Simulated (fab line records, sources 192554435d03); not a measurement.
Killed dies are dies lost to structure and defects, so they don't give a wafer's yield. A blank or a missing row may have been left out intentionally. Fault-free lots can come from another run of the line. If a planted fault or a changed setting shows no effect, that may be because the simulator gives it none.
Lot-split experiment    flow n5_finfet    39 wafers read across 7 lots, on a route 1938 steps long

## SPLIT DETAILS
At N5_MOL_CONTACT_COAG_CVD_140 (deposits W, target thk 66.5 nm, time 215 s), the setting target_thk_a was moved away from the recipe's 665 angstrom on 12 of the 39 wafers read, by -58.8% to +39.5%. All remaining wafers had this setting at the recipe value.

The split's own step is where the reading is taken.

## THE READING
W_of_MOL_CONTACT_COAG_CVD_140.thk_nm (the simulator's own value, which no gauge read), in nm, at N5_MOL_CONTACT_COAG_CVD_140 (deposits W, target thk 66.5 nm, time 215 s). The file does not state a usual value for it. Average 65.7 nm, standard deviation 0.73 nm, over the 27 wafers here run with the recipe.

wafer   tool, chamber at the split  target_thk_a as run, angstrom  against the recipe  W_of_MOL_CONTACT_COAG_CVD_140.thk_nm, nm  against lot-mates on the recipe
L074.1  cvd_w-01, 0                 665                            recipe              65.2                                      -
L074.2  cvd_w-01, 1                 844.7                          +27.0%              83.6                                      +18.5
L074.6  cvd_w-01, 1                 844.7                          +27.0%              83.6                                      +18.5
L074.3  cvd_w-01, 1                 844.7                          +27.0%              83.4                                      +18.3
L074.4  cvd_w-01, 0                 665                            recipe              65.4                                      -
L074.5  cvd_w-01, 0                 665                            recipe              64.8                                      -
L075.1  cvd_w-01, 0                 665                            recipe              65.6                                      -
L075.3  cvd_w-01, 0                 665                            recipe              65.6                                      -
L075.2  cvd_w-01, 1                 665                            recipe              66.4                                      -
L075.4  cvd_w-01, 1                 665                            recipe              66.6                                      -
L075.5  cvd_w-01, 0                 665                            recipe              66                                        -
L075.6  cvd_w-01, 1                 665                            recipe              66.2                                      -
L077.3  cvd_w-01, 0                 665                            recipe              65.2                                      -
L077.4  cvd_w-01, 1                 665                            recipe              65.8                                      -
L077.5  cvd_w-01, 1                 665                            recipe              66.4                                      -
L085.1  cvd_w-02, 0                 665                            recipe              66.4                                      -
L085.6  cvd_w-02, 0                 665                            recipe              66.4                                      -
L085.2  cvd_w-02, 1                 450.8                          -32.2%              45.8                                      -20.9
L085.3  cvd_w-02, 1                 450.8                          -32.2%              45.6                                      -21.1
L085.4  cvd_w-02, 0                 450.8                          -32.2%              45.2                                      -21.5
L085.5  cvd_w-02, 1                 665                            recipe              67.2                                      -
L089.1  cvd_w-01, 1                 273.7                          -58.8%              27                                        -38.9
L089.3  cvd_w-01, 1                 273.7                          -58.8%              27                                        -38.9
L089.2  cvd_w-01, 0                 665                            recipe              66                                        -
L089.4  cvd_w-01, 0                 273.7                          -58.8%              26                                        -39.9
L089.5  cvd_w-01, 1                 665                            recipe              66.6                                      -
L089.6  cvd_w-01, 0                 665                            recipe              65.2                                      -
L093.1  cvd_w-01, 0                 665                            recipe              64.6                                      -
L093.2  cvd_w-01, 1                 665                            recipe              65.8                                      -
L093.3  cvd_w-01, 0                 665                            recipe              64.2                                      -
L093.4  cvd_w-01, 1                 665                            recipe              65.4                                      -
L093.5  cvd_w-01, 0                 665                            recipe              64.4                                      -
L093.6  cvd_w-01, 1                 665                            recipe              66                                        -
L097.1  cvd_w-01, 0                 927.4                          +39.5%              91.4                                      +25.5
L097.3  cvd_w-01, 0                 927.4                          +39.5%              91.4                                      +25.5
L097.2  cvd_w-01, 1                 927.4                          +39.5%              92.8                                      +26.9
L097.4  cvd_w-01, 1                 665                            recipe              66.4                                      -
L097.5  cvd_w-01, 0                 665                            recipe              65.2                                      -
L097.6  cvd_w-01, 1                 665                            recipe              66.2                                      -

THE FIT
A straight line over all 39 wafers: W_of_MOL_CONTACT_COAG_CVD_140.thk_nm changes by +0.658 nm for each +1% of target_thk_a; r = +1.00; the points scatter about the line by 0.73 nm.
The same after taking each lot's own level away (the mean of its wafers on the recipe; 39 wafers): +0.665 nm for each +1%; r = +1.00; scatter 0.53 nm.
Per that fit: largest target_thk_a move, reading shift of 39 nm.
Measured against the standard deviation above, the lots' own levels, which go from 65.07 to 66.67 nm, span 2.2 times it.
Consequently the slope shifts little with the lot-to-lot level, the two slopes agreeing.
Check: with one of the wafers moved furthest among these (-58.8%) left out of the fit, the line predicts -39.1 nm for it against its lot-mates. Against them it came out at -38.9 nm.

## THE WHOLE CHAIN: every reading that the file lists as answering this split, in the file's order
step                         what it does                                                     reading                                                                                change (the file's fit)                                                               r (the file's)
N5_MOL_CONTACT_COAG_CVD_140  deposits W, target thk 66.5 nm, time 215 s                       W_of_MOL_CONTACT_COAG_CVD_140.thk_nm (the simulator's own value, which no gauge read)  +0.665 nm for each +1% of the setting                                                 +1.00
N5_MOL_CONTACT_COAG_CMP_52   polishes, stops on SiO2, t overpolish 1.5 s, target thk 66.5 nm  W_of_MOL_CONTACT_COAG_CVD_140.thk_nm (the simulator's own value, which no gauge read)  not straight: 26.67 at the lowest setting, 65.75 at the recipe, 67.33 at the highest  not given

## THE FILE'S OWN FIT
W_of_MOL_CONTACT_COAG_CVD_140.thk_nm changes by +0.665 nm for each +1% of target_thk_a, r = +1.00.
